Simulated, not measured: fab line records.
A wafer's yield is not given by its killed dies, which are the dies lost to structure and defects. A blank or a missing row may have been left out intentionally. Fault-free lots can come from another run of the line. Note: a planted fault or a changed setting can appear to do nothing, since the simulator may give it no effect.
fab line records	flow n5Finfet
record lots=7	wafers=39
route steps=1938 shown FIN_SAQP@98 STI_FIN_REVEAL@183 HKMG_FIN@414 BEOL_M0_SAQP@672 BEOL_M2@901 BEOL_M4@1070 BEOL_M7@1263 BEOL_M9@1401 BEOL_M12@1639 BEOL_M15@1773 PASSIVATION@1936
startH: start of the lot's first displayed wafer, in hours after the record's first day	waitH: hours since the lot's step before	" same as the row above	L1.1+2: a single row standing in for several wafers	- value missing, or start not given	* or withheld: withheld	< > ~ a bound
route shown NAME@n: NAME is a module with steps in the file, n the number in the route of the first one	usual: the fault-free wafers' mean and standard deviation	same: alike in all rows	chamber/n: place in a boat	sites: per-site readings	_std_site: how widely they spread, as a standard deviation	_edge_site: mean of outer sites minus mean of inner sites	radiusMm: for every site, how far away it sits from the centre of the wafer	mask NAME#n: copy n	behind: the most recent tool/chamber to have shaped the wafer	hold: cause of the lot's hold/its duration in hours/its outcome	device: names the non-switching transistor (n, p or np)	end of line: tests of these same wafers at the route's end	a step given without rows: its recipe and nothing more	killed: at the first sort, the dies lost to defects and structure; wafer yield is something else	map: the dies of a wafer, with x for killed, . for not killed, _ for no die there
set.NAME: the run value of the setting; set.NAME@STEP: its run value at that earlier step	model.NAME: the simulator's own value behind a step, which no gauge read
lots run with intentionally changed settings; tables by step, rows by wafer
## steps
# step N5_FIN_SAQP_PECVD_47
# recipe material=a-Si	targetThkA=450	tempC=400	precursor=SiH4/He	pressureTorr=3	rfW=100	timeS=36.3
# step N5_STI_FIN_REVEAL_ALD_00
# recipe material=SiO2	targetThkA=10	tempC=300	aldPrecursorFamily=BDEAS	aldCoReactant=O2-plasma	pulseTimeS=1	pressureTorr=2
# step N5_HKMG_FIN_RTA_80
# recipe tempC=withheld	timeS=2	ambient=N2	idleTempC=600	rampUpCPerS=150	rampDownCPerS=60	coolToC=600
# step N5_BEOL_M0_SAQP_ETCH_106
# recipe chemistry=N2/H2	target=SOC	targetDepthA=1500	stopOn=SiNx	ionEnergyEv=100	biasW=61	pressureMtorr=30	sourceW=850	n2FlowSccm=200	h2FlowSccm=200
# step N5_BEOL_M2_ALD_84
# recipe material=TaN	targetThkA=*	tempC=275	aldPrecursorFamily=PDMAT	aldCoReactant=NH3	pressureTorr=3	carrierFlowSccm=1500	pulseTimeS=2	purgeTimeS=3	coReactantPurgeTimeS=2	coReactantPulseTimeS=3	aldCycles=30	precursorVesselTempC=75	precursorVesselPressureTorr=26.25	precursorVesselCarrierSccm=1000
# step N5_BEOL_M2_SPUTTER_81
# recipe material=Cu	targetThkA=45	tempC=-20	chamberPressurePa=0.07	powerW=withheld	timeS=8.29
# step N5_BEOL_M4_TRENCH_ETCH_37
# recipe chemistry=C4F6/O2	targetDepthA=555.55	target=SiOC	timeS=29.2	ionEnergyEv=250	pressureMtorr=30	sourceW=355	biasW=185	Ar_flow_sccm=300	C4F6_flow_sccm=10	O2_flow_sccm=10
# step N5_BEOL_M7_ILD_DEP_00
# recipe material=SiCOH_lowk	targetThkA=1797.5	tempC=300	precursor=DEMS/porogen	pressureTorr=5	rfW=500	timeS=33.4
# step N5_BEOL_M9_ILD_DEP_00
# recipe material=SiCOH_lowk	targetThkA=3085.1	tempC=300	precursor=DEMS/porogen	pressureTorr=5	rfW=500	timeS=58
# step N5_BEOL_M12_TRENCH_ETCH_34
# recipe chemistry=C4F8/O2/Ar	target=SiOC	targetDepthA=3189.5	maskMaterial=SOC	pressureMtorr=30	sourceW=3000	biasW=700	Ar_flow_sccm=400	C4F8_flow_sccm=15	O2_flow_sccm=8	heInnerTorr=15	heOuterTorr=30	timeS=125.5	ionEnergyEv=250
# step N5_BEOL_M15_ILD_DEP_00
# recipe material=SiO2	targetThkA=16293	tempC=400	precursor=TEOS/O2	pressureTorr=6.5	rfW=900	teosFlowSccm=161.4	gas=O2	flowSccm=2650	timeS=346.1
# step N5_PASSIVATION_PROBE_49
# usual killed_at_M0_to_M3=34/11	sort_bin_4_leakage=0.00/0.007
lot.wafer	tool	chamber	startH	waitH	set.timeS@FIN_SAQP_PECVD_47	set.targetThkA@STI_FIN_REVEAL_ALD_00	set.timeS@HKMG_FIN_RTA_80	set.targetDepthA@BEOL_M0_SAQP_ETCH_106	set.aldCycles@BEOL_M2_ALD_84	set.timeS@BEOL_M2_SPUTTER_81	set.timeS@BEOL_M4_TRENCH_ETCH_37	set.targetThkA@BEOL_M7_ILD_DEP_00	set.timeS@BEOL_M9_ILD_DEP_00	set.timeS@BEOL_M12_TRENCH_ETCH_34	set.targetThkA@BEOL_M15_ILD_DEP_00	killed_at_M0_to_M3	sort_bin_4_leakage[%]
L083.1	prober-01	-	302.51	0.0	36.3	10	2	2363	30	10.49	29.2	1797.5	58	62.17	16293	42	0
L083.2	prober-01	-	302.56	0.1	53.18	10	2.552	1500	30	8.29	29.2	1797.5	58	62.17	16293	36	0
L083.3	prober-01	-	302.61	0.1	53.18	10	2	1500	19	10.49	29.2	1797.5	58	62.17	16293	152	9.41
L083.4	prober-01	-	302.66	0.2	53.18	10	2.552	2363	19	8.29	29.2	1797.5	58	125.5	16293	149	8.39
L083.5	prober-01	-	302.71	0.2	36.3	10	2	2363	19	8.29	29.2	1797.5	58	125.5	16293	153	10.51
L083.6	prober-01	-	302.76	0.3	36.3	10	2.552	1500	30	10.49	29.2	1797.5	58	125.5	16293	34	0
L082.1	prober-02	-	307.90	0.0	36.3	10	2.756	903.2	30	8.29	16.01	2333	58	125.5	6838	30	0
L082.2	prober-02	-	307.95	0.1	25.33	4.684	2.756	903.2	25	5.079	16.01	1797.5	58	125.5	6838	41	0.76
L082.3	prober-02	-	308.00	0.1	25.33	4.684	2.756	1500	30	5.079	29.2	2333	58	125.5	6838	32	0
L082.4	prober-02	-	308.05	0.2	36.3	4.684	2	1500	25	5.079	16.01	1797.5	58	125.5	16293	54	2.03
L082.5	prober-02	-	308.10	0.2	25.33	10	2	1500	30	8.29	29.2	1797.5	58	125.5	16293	24	0
L082.6	prober-02	-	308.15	0.3	36.3	10	2	903.2	25	8.29	29.2	2333	58	125.5	16293	53	1.53
L093.1	prober-02	-	380.97	0.0	36.3	10	2	1500	20	6.21	29.2	1797.5	83.16	125.5	16293	48	0.68
L093.2	prober-02	-	381.02	0.1	36.3	5.708	2	840.3	20	6.21	34.76	1797.5	58	125.5	23810	124	8.31
L093.3	prober-02	-	381.07	0.1	36.3	5.708	2	1500	30	8.29	34.76	1797.5	83.16	125.5	23810	28	0
L093.4	prober-02	-	381.12	0.2	36.3	10	2	1500	20	8.29	29.2	1797.5	58	125.5	16293	124	7.88
L093.5	prober-02	-	381.17	0.2	36.3	10	2	840.3	30	8.29	29.2	1797.5	83.16	125.5	23810	22	0
L093.6	prober-02	-	381.22	0.3	36.3	5.708	2	840.3	30	6.21	34.76	1797.5	58	125.5	16293	26	0
L095.2	prober-01	-	393.36	0.1	36.3	10	2	1500	30	8.29	29.2	1797.5	58	125.5	16293	32	0
L095.3	prober-01	-	393.41	0.1	36.3	10	2	1500	30	8.29	29.2	1797.5	58	125.5	16293	32	0
L095.4	prober-01	-	393.46	0.2	36.3	10	2	1500	30	8.29	29.2	1797.5	58	125.5	16293	16	0
L094.1	prober-01	-	397.95	0.0	36.3	8.059	2.591	2129	30	8.29	29.2	800.7	58	164.2	8818	41	0
L094.2	prober-01	-	398.00	0.1	53.16	10	2	1500	30	8.29	29.2	800.7	58	125.5	16293	26	0
L094.3	prober-01	-	398.05	0.1	53.16	8.059	2.591	1500	30	8.29	16.67	1797.5	58	164.2	8818	45	0
L094.4	prober-01	-	398.10	0.2	53.16	10	2	2129	30	8.29	16.67	1797.5	58	125.5	16293	55	0
L094.5	prober-01	-	398.15	0.2	36.3	8.059	2	1500	30	8.29	16.67	800.7	58	164.2	16293	31	0
L094.6	prober-01	-	398.20	0.3	36.3	10	2.591	2129	30	8.29	29.2	1797.5	58	125.5	8818	60	0
L096.1	prober-02	-	404.80	0.0	22.8	10	3.141	1500	23	8.29	21.75	1797.5	58	151.6	16293	82	2.46
L096.2	prober-02	-	404.85	0.1	22.8	10	2	779.2	30	10.78	21.75	1797.5	58	151.6	16293	49	0
L096.3	prober-02	-	404.90	0.1	22.8	10	3.141	1500	23	10.78	29.2	1797.5	58	151.6	20530	111	3.39
L096.4	prober-02	-	404.95	0.2	36.3	10	2	1500	30	10.78	29.2	1797.5	58	125.5	16293	43	0
L096.5	prober-02	-	405.00	0.2	36.3	10	3.141	779.2	30	8.29	29.2	1797.5	58	125.5	20530	63	0
L096.6	prober-02	-	405.05	0.3	36.3	10	2	779.2	23	8.29	21.75	1797.5	58	125.5	20530	98	3.56
L097.1	prober-02	-	409.81	0.0	48.59	12.07	2	1500	30	8.29	19.51	1156	58	125.5	16293	22	0
L097.2	prober-02	-	409.86	0.1	36.3	10	2	1500	30	6.959	29.2	1797.5	58	68.16	16293	52	0
L097.3	prober-02	-	409.91	0.1	36.3	10	2	883.3	38	6.959	29.2	1156	68.08	125.5	16293	52	0
L097.4	prober-02	-	409.96	0.2	48.59	10	2	1500	38	8.29	19.51	1797.5	68.08	68.16	16293	34	0
L097.5	prober-02	-	410.01	0.2	48.59	12.07	2	883.3	38	8.29	29.2	1156	58	68.16	16293	41	0
L097.6	prober-02	-	410.06	0.3	36.3	12.07	2	883.3	30	6.959	19.51	1797.5	68.08	125.5	16293	30	0
# killed by level:class
L083.1 BEOL_M12:areaEcd=72 STI_FIN_REVEAL:geometricParticle:open=11 BEOL_M0_SAQP:geometricParticle:open=10 BEOL_M0_SAQP:geometricParticle:short=8 FIN_SAQP:geometricParticle:open=7 BEOL_M1:geometricParticle:open=7 MOL_CONTACT_COAG:geometricParticle:open=5 BEOL_M2:geometricParticle:open=5
L083.2 BEOL_M12:areaEcd=65 MOL_CONTACT_COAG:geometricParticle:open=15 BEOL_M3:geometricParticle:open=10 BEOL_M1:geometricParticle:open=8 BEOL_M0_SAQP:geometricParticle:open=7 FIN_SAQP:geometricParticle:open=6 GATE_CUT:geometricParticle:short=6 BEOL_M4:geometricParticle:open=6
L083.3 M2:areaAld=111 BEOL_M12:areaEcd=83 BEOL_M0_SAQP:geometricParticle:open=11 BEOL_M0_SAQP:geometricParticle:short=10 FIN_SAQP:geometricParticle:short=9 MOL_CONTACT_COAG:geometricParticle:open=7 BEOL_M1:geometricParticle:open=7 STI_FIN_REVEAL:geometricParticle:open=5
L083.4 M2:areaAld=99 BEOL_M0_SAQP:geometricParticle:short=20 BEOL_M0_SAQP:geometricParticle:open=11 MOL_CONTACT_COAG:geometricParticle:open=8 BEOL_M3:geometricParticle:open=7 FIN_SAQP:geometricParticle:short=6 BEOL_M1:geometricParticle:open=6 STI_FIN_REVEAL:geometricParticle:open=5
L083.5 M2:areaAld=124 BEOL_M4:geometricParticle:open=15 BEOL_M0_SAQP:geometricParticle:short=8 BEOL_M1:geometricParticle:open=8 MOL_CONTACT_COAG:geometricParticle:open=7 BEOL_M3:geometricParticle:open=4 GATE_CUT:geometricParticle:short=3 MOL_CONTACT_COAG:geometricParticle:short=3
L083.6 FIN_SAQP:geometricParticle:open=18 BEOL_M0_SAQP:geometricParticle:short=15 BEOL_M5:geometricParticle:open=9 MOL_CONTACT_COAG:geometricParticle:open=6 BEOL_M0_SAQP:geometricParticle:open=6 STI_FIN_REVEAL:geometricParticle:open=5 MOL_CONTACT_COAG:geometricParticle:short=5 BEOL_M1:geometricParticle:open=4
L082.1 BEOL_M4:areaEcd=836 BEOL_M15:areaDep=253 MOL_CONTACT_COAG:geometricParticle:open=10 BEOL_M0_SAQP:geometricParticle:open=8 HKMG_FIN:areaEtch=8 BEOL_M0_SAQP:geometricParticle:short=6 BEOL_M3:geometricParticle:open=6 FIN_SAQP:geometricParticle:open=5
L082.2 BEOL_M4:areaEcd=839 BEOL_M15:areaDep=242 MOL_CONTACT_COAG:geometricParticle:open=13 BEOL_M1:geometricParticle:open=13 BEOL_M4:geometricParticle:open=9 M2:areaAld=9 FIN_SAQP:geometricParticle:open=5 BEOL_M3:geometricParticle:open=5
L082.3 BEOL_M15:areaDep=1086 MOL_CONTACT_COAG:geometricParticle:open=23 BEOL_M0_SAQP:geometricParticle:open=8 GATE_CUT:geometricParticle:short=7 BEOL_M0_SAQP:geometricParticle:short=6 BEOL_M2:geometricParticle:open=5 BEOL_M0:geometricParticle:open=4 BEOL_M3:geometricParticle:open=4
L082.4 BEOL_M4:areaEcd=1010 M2:areaAld=24 MOL_CONTACT_COAG:geometricParticle:open=18 BEOL_M0_SAQP:geometricParticle:open=9 FIN_SAQP:geometricParticle:open=7 MOL_CONTACT_COAG:geometricParticle:short=6 BEOL_M1:geometricParticle:open=6 BEOL_M4:geometricParticle:open=6
L082.5 MOL_CONTACT_COAG:geometricParticle:open=23 STI_FIN_REVEAL:geometricParticle:open=14 MOL_CONTACT_COAG:geometricParticle:short=8 BEOL_M0:geometricParticle:open=5 BEOL_M1:geometricParticle:open=5 STARTING-WAFER:geometricParticle:short=4 BEOL_M0_SAQP:geometricParticle:short=4 BEOL_M1:geometricParticle:short=4
L082.6 STI_FIN_REVEAL:geometricParticle:open=26 M2:areaAld=18 MOL_CONTACT_COAG:geometricParticle:open=14 BEOL_M1:geometricParticle:open=10 BEOL_M0_SAQP:geometricParticle:short=10 STI_FIN_REVEAL:geometricParticle:short=5 BEOL_M0_SAQP:geometricParticle:open=5 FIN_SAQP:geometricParticle:short=4
L093.1 BEOL_M9:areaEtch=1054 MOL_CONTACT_COAG:geometricParticle:open=23 BEOL_M0_SAQP:geometricParticle:open=13 FIN_SAQP:geometricParticle:short=10 BEOL_M0_SAQP:geometricParticle:short=10 BEOL_M1:geometricParticle:open=8 M2:areaAld=8 BEOL_M4:geometricParticle:open=7
L093.2 M2:areaAld=98 MOL_CONTACT_COAG:geometricParticle:open=22 BEOL_M0_SAQP:geometricParticle:open=8 FIN_SAQP:geometricParticle:short=7 FIN_SAQP:geometricParticle:open=7 BEOL_M1:geometricParticle:open=7 BEOL_M4:geometricParticle:open=7 MOL_CONTACT_COAG:geometricParticle:short=5
L093.3 BEOL_M9:areaEtch=1094 MOL_CONTACT_COAG:geometricParticle:open=12 BEOL_M1:geometricParticle:open=12 BEOL_M4:geometricParticle:open=9 FIN_SAQP:geometricParticle:open=8 STI_FIN_REVEAL:geometricParticle:open=8 BEOL_M0_SAQP:geometricParticle:short=6 MOL_CONTACT_COAG:geometricParticle:short=5
L093.4 M2:areaAld=93 MOL_CONTACT_COAG:geometricParticle:open=24 FIN_SAQP:geometricParticle:short=12 STI_FIN_REVEAL:geometricParticle:open=10 BEOL_M1:geometricParticle:open=8 FIN_SAQP:geometricParticle:open=6 MOL_CONTACT_COAG:geometricParticle:short=6 BEOL_M0_SAQP:geometricParticle:short=6
L093.5 BEOL_M9:areaEtch=1081 MOL_CONTACT_COAG:geometricParticle:open=15 FIN_SAQP:geometricParticle:open=12 STI_FIN_REVEAL:geometricParticle:open=12 BEOL_M0_SAQP:geometricParticle:short=7 BEOL_M4:geometricParticle:open=6 MOL_CONTACT_COAG:geometricParticle:short=6 BEOL_M1:geometricParticle:open=5
L093.6 MOL_CONTACT_COAG:geometricParticle:open=18 FIN_SAQP:geometricParticle:open=9 BEOL_M1:geometricParticle:open=8 FIN_SAQP:geometricParticle:short=6 BEOL_M0_SAQP:geometricParticle:short=6 STARTING-WAFER:geometricParticle:open=6 MOL_CONTACT_COAG:geometricParticle:short=4 BEOL_M0_SAQP:geometricParticle:open=4
L095.2 FIN_SAQP:geometricParticle:open=27 STI_FIN_REVEAL:geometricParticle:open=26 BEOL_M3:geometricParticle:open=9 BEOL_M0_SAQP:geometricParticle:open=8 FIN_SAQP:geometricParticle:short=7 BEOL_M0_SAQP:geometricParticle:short=6 STI_FIN_REVEAL:geometricParticle:short=5 BEOL_M4:geometricParticle:open=4
L095.3 STI_FIN_REVEAL:geometricParticle:open=22 FIN_SAQP:geometricParticle:open=13 MOL_CONTACT_COAG:geometricParticle:open=12 BEOL_M2:geometricParticle:open=10 BEOL_M0_SAQP:geometricParticle:open=6 STI_FIN_REVEAL:geometricParticle:short=5 BEOL_M0_SAQP:geometricParticle:short=5 GATE_CUT:geometricParticle:open=4
L095.4 STI_FIN_REVEAL:geometricParticle:open=21 FIN_SAQP:geometricParticle:open=13 FIN_SAQP:geometricParticle:short=10 MOL_CONTACT_COAG:geometricParticle:open=9 STI_FIN_REVEAL:geometricParticle:short=5 BEOL_M0_SAQP:geometricParticle:open=4 DUMMY_GATE:geometricParticle:open=4 BEOL_M0_SAQP:geometricParticle:short=3
L094.1 BEOL_M7:areaDep=1079 FIN_SAQP:geometricParticle:open=13 FIN_SAQP:geometricParticle:short=11 BEOL_M2:geometricParticle:open=9 BEOL_M1:geometricParticle:open=8 MOL_CONTACT_COAG:geometricParticle:open=7 BEOL_M0_SAQP:geometricParticle:short=6 BEOL_M3:geometricParticle:open=6
L094.2 BEOL_M7:areaDep=1072 FIN_SAQP:geometricParticle:open=21 FIN_SAQP:geometricParticle:short=10 MOL_CONTACT_COAG:geometricParticle:open=7 BEOL_M2:geometricParticle:open=6 BEOL_M4:geometricParticle:short=6 STI_FIN_REVEAL:geometricParticle:open=5 BEOL_M0_SAQP:geometricParticle:short=5
L094.3 BEOL_M4:areaEcd=936 BEOL_M15:areaDep=38 FIN_SAQP:geometricParticle:open=16 BEOL_M0_SAQP:geometricParticle:short=16 BEOL_M2:geometricParticle:open=9 FIN_SAQP:geometricParticle:short=8 BEOL_M0:geometricParticle:open=6 BEOL_M0_SAQP:geometricParticle:open=6
L094.4 BEOL_M4:areaEcd=574 BEOL_M0_SAQP:geometricParticle:open=17 BEOL_M0_SAQP:geometricParticle:short=11 FIN_SAQP:geometricParticle:short=10 MOL_CONTACT_COAG:geometricParticle:open=10 FIN_SAQP:geometricParticle:open=9 BEOL_M2:geometricParticle:open=9 BEOL_M4:geometricParticle:open=8
L094.5 BEOL_M4:areaEcd=731 BEOL_M7:areaDep=362 STI_FIN_REVEAL:geometricParticle:open=14 BEOL_M0_SAQP:geometricParticle:open=11 FIN_SAQP:geometricParticle:open=7 BEOL_M2:geometricParticle:open=6 FIN_SAQP:geometricParticle:short=5 BEOL_M0_SAQP:geometricParticle:short=5
L094.6 BEOL_M15:areaDep=355 BEOL_M0_SAQP:geometricParticle:open=18 BEOL_M0_SAQP:geometricParticle:short=13 MOL_CONTACT_COAG:geometricParticle:open=12 FIN_SAQP:geometricParticle:open=11 BEOL_M2:geometricParticle:open=10 FIN_SAQP:geometricParticle:short=8 MOL_CONTACT_COAG:geometricParticle:short=8
L096.1 M2:areaAld=29 BEOL_M2:geometricParticle:open=13 FIN_SAQP:geometricParticle:short=11 MOL_CONTACT_COAG:geometricParticle:open=10 BEOL_M0_SAQP:geometricParticle:open=9 DUMMY_GATE:geometricParticle:open=8 FIN_SAQP:geometricParticle:open=7 BEOL_M0_SAQP:geometricParticle:short=7
L096.2 BEOL_M4:areaEcd=37 MOL_CONTACT_COAG:geometricParticle:open=15 BEOL_M0_SAQP:geometricParticle:open=12 FIN_SAQP:geometricParticle:open=11 BEOL_M2:geometricParticle:open=11 BEOL_M1:geometricParticle:open=7 BEOL_M0_SAQP:geometricParticle:short=6 BEOL_M4:geometricParticle:open=6
L096.3 M2:areaAld=40 BEOL_M2:geometricParticle:open=22 MOL_CONTACT_COAG:geometricParticle:open=14 BEOL_M1:geometricParticle:open=12 BEOL_M0_SAQP:geometricParticle:short=12 FIN_SAQP:geometricParticle:open=11 BEOL_M0_SAQP:geometricParticle:open=11 DUMMY_GATE:geometricParticle:open=9
L096.4 BEOL_M2:geometricParticle:open=18 FIN_SAQP:geometricParticle:short=10 MOL_CONTACT_COAG:geometricParticle:open=10 BEOL_M0_SAQP:geometricParticle:open=8 FIN_SAQP:geometricParticle:open=7 BEOL_M4:geometricParticle:open=7 BEOL_M0_SAQP:geometricParticle:short=5 BEOL_M1:geometricParticle:open=4
L096.5 BEOL_M2:geometricParticle:open=12 BEOL_M0_SAQP:geometricParticle:open=11 BEOL_M3:geometricParticle:open=10 BEOL_M1:geometricParticle:open=9 FIN_SAQP:geometricParticle:short=8 STI_FIN_REVEAL:geometricParticle:open=7 MOL_CONTACT_COAG:geometricParticle:open=7 DUMMY_GATE:geometricParticle:open=6
L096.6 M2:areaAld=42 FIN_SAQP:geometricParticle:open=17 BEOL_M0_SAQP:geometricParticle:short=14 BEOL_M2:geometricParticle:open=13 BEOL_M0_SAQP:geometricParticle:open=10 FIN_SAQP:geometricParticle:short=10 MOL_CONTACT_COAG:geometricParticle:open=7 BEOL_M4:geometricParticle:open=6
L097.1 BEOL_M4:areaEcd=211 BEOL_M7:areaDep=40 STI_FIN_REVEAL:geometricParticle:open=10 MOL_CONTACT_COAG:geometricParticle:open=9 BEOL_M2:geometricParticle:open=8 BEOL_M3:geometricParticle:open=8 FIN_SAQP:geometricParticle:short=7 FIN_SAQP:geometricParticle:open=6
L097.2 BEOL_M12:areaEcd=56 BEOL_M0_SAQP:geometricParticle:short=18 BEOL_M0_SAQP:geometricParticle:open=14 BEOL_M4:geometricParticle:open=12 FIN_SAQP:geometricParticle:open=11 STI_FIN_REVEAL:geometricParticle:open=11 BEOL_M3:geometricParticle:open=7 STARTING-WAFER:geometricParticle:short=7
L097.3 BEOL_M7:areaDep=14 BEOL_M1:geometricParticle:open=13 BEOL_M3:geometricParticle:open=10 BEOL_M0_SAQP:geometricParticle:open=9 STI_FIN_REVEAL:geometricParticle:open=7 BEOL_M0_SAQP:geometricParticle:short=7 STARTING-WAFER:geometricParticle:open=6 FIN_SAQP:geometricParticle:open=5
L097.4 BEOL_M4:areaEcd=138 BEOL_M12:areaEcd=36 STI_FIN_REVEAL:geometricParticle:open=21 MOL_CONTACT_COAG:geometricParticle:open=11 BEOL_M3:geometricParticle:open=10 STI_FIN_REVEAL:geometricParticle:short=6 FIN_SAQP:geometricParticle:open=5 FIN_SAQP:geometricParticle:short=5
L097.5 BEOL_M12:areaEcd=59 BEOL_M3:geometricParticle:open=14 FIN_SAQP:geometricParticle:open=10 BEOL_M0_SAQP:geometricParticle:open=10 BEOL_M0_SAQP:geometricParticle:short=10 BEOL_M7:areaDep=9 FIN_SAQP:geometricParticle:short=7 STI_FIN_REVEAL:geometricParticle:open=7
L097.6 BEOL_M4:areaEcd=194 FIN_SAQP:geometricParticle:open=12 BEOL_M0_SAQP:geometricParticle:open=12 BEOL_M4:geometricParticle:open=12 FIN_SAQP:geometricParticle:short=10 MOL_CONTACT_COAG:geometricParticle:open=9 BEOL_M3:geometricParticle:open=6 BEOL_M0_SAQP:geometricParticle:short=5
## key
split step=N5_FIN_SAQP_PECVD_47	setting=timeS	statedAs=36.3
response none clear
split step=N5_STI_FIN_REVEAL_ALD_00	setting=targetThkA	statedAs=10
response none clear
split step=N5_HKMG_FIN_RTA_80	setting=timeS	statedAs=2
response none clear
split step=N5_BEOL_M0_SAQP_ETCH_106	setting=targetDepthA	statedAs=1500
response none clear
split step=N5_BEOL_M2_ALD_84	setting=aldCycles	statedAs=30
response step=N5_PASSIVATION_PROBE_49	reading=sort_bin_4_leakage	slope=-0.161	per=1%	togetherWith=all	explained=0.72
response step=N5_PASSIVATION_PROBE_49	reading=killed_at_M0_to_M3	slope=-2.06	per=1%	togetherWith=all	explained=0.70
split step=N5_BEOL_M2_SPUTTER_81	setting=timeS	statedAs=8.29
response none clear
split step=N5_BEOL_M4_TRENCH_ETCH_37	setting=timeS	statedAs=29.2
response none clear
split step=N5_BEOL_M7_ILD_DEP_00	setting=targetThkA	statedAs=1797.5
response none clear
split step=N5_BEOL_M9_ILD_DEP_00	setting=timeS	statedAs=58
response none clear
split step=N5_BEOL_M12_TRENCH_ETCH_34	setting=timeS	statedAs=125.5
response none clear
split step=N5_BEOL_M15_ILD_DEP_00	setting=targetThkA	statedAs=16293
response none clear
